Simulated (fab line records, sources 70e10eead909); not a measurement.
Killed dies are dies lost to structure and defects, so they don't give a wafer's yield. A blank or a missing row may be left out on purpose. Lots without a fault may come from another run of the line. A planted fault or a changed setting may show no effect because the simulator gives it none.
Chamber matching | flow nand_harc | NHARC_A_STAIRCASE_ETCHBACK_422 on rie_diel-02: 4 sister chambers
The step etches the open film in CH3F/O2, target depth 40 nm, time 74.286 s. 16 wafers are shown with their chamber, then 8 later ones without.

WAFERS WITH THEIR CHAMBER
wafer  | chamber | drypump_motor_current_A (A) | showerhead_plenum_p_Torr (Torr) | rf_vpp_V (V)
L074.2 | 0       | 5.5                         | 2.28                            | 241.6
L074.3 | 1       | 6.0                         | 2.32                            | 242.3
L074.4 | 3       | 6.1                         | 2.34                            | 242.1
L075.2 | 3       | 6.0                         | 2.34                            | 242.1
L075.3 | 1       | 6.0                         | 2.32                            | 242.5
L075.5 | 1       | 6.0                         | 2.32                            | 243.3
L078.2 | 2       | 4.8                         | 2.40                            | 244.0
L078.4 | 1       | 6.0                         | 2.31                            | 241.1
L078.5 | 0       | 5.5                         | 2.28                            | 242.2
L079.2 | 3       | 6.0                         | 2.33                            | 242.5
L079.4 | 0       | 5.6                         | 2.28                            | 242.0
L079.5 | 3       | 6.0                         | 2.33                            | 242.2
L081.4 | 3       | 6.0                         | 2.33                            | 243.6
L081.5 | 2       | 4.8                         | 2.40                            | 243.6
L081.6 | 1       | 6.0                         | 2.31                            | 242.6
L089.1 | 3       | 6.1                         | 2.32                            | 242.2

SIGNATURES (means of the wafers above)
reading                  | chamber 0 | chamber 1 | chamber 2 | chamber 3 | scatter within a chamber
drypump_motor_current_A  | 5.533     | 6.000     | 4.800     | 6.033     | 0.0408
showerhead_plenum_p_Torr | 2.2800    | 2.3160    | 2.4000    | 2.3317    | 0.0058
rf_vpp_V                 | 241.933   | 242.360   | 243.800   | 242.450   | 0.613
Rule: a wafer's distance from a chamber is the root of the sum, over the readings, of the square of ((its reading less the chamber's mean) divided by the reading's scatter). The wafer belongs to the nearest chamber; if the next one is less than 2 further off, it can't be placed. The scatter: the root of (the sum of the squares of (reading less its chamber's mean) over the shown wafers, divided by (wafers less chambers)).

WAFERS WITHOUT THEIR CHAMBER
wafer  | drypump_motor_current_A (A) | showerhead_plenum_p_Torr (Torr) | rf_vpp_V (V)
L089.2 | 5.5                         | 2.66                            | 247.5
L089.3 | 4.8                         | 2.38                            | 242.5
L095.1 | 5.6                         | 2.65                            | 246.2
L095.3 | 6.0                         | 2.32                            | 242.5
L095.4 | 4.8                         | 2.38                            | 243.2
L097.1 | 6.0                         | 2.31                            | 241.5
L097.5 | 6.0                         | 2.29                            | 240.1
L097.6 | 5.6                         | 2.65                            | 247.5

WHICH CHAMBER EACH WENT THROUGH
wafer  | from the rows above     | in truth
L089.2 | 2                       | 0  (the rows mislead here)
L089.3 | 2                       | 2
L095.1 | 2                       | 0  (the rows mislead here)
L095.3 | can't be placed: 1 or 3 | 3
L095.4 | 2                       | 2
L097.1 | 1                       | 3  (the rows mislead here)
L097.5 | 1                       | 1
L097.6 | 2                       | 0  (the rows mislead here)
Placed correctly: 3 of 8. Can't be placed from these rows: 1 (the true chamber is among the candidates in 1). Placed wrongly: 4.
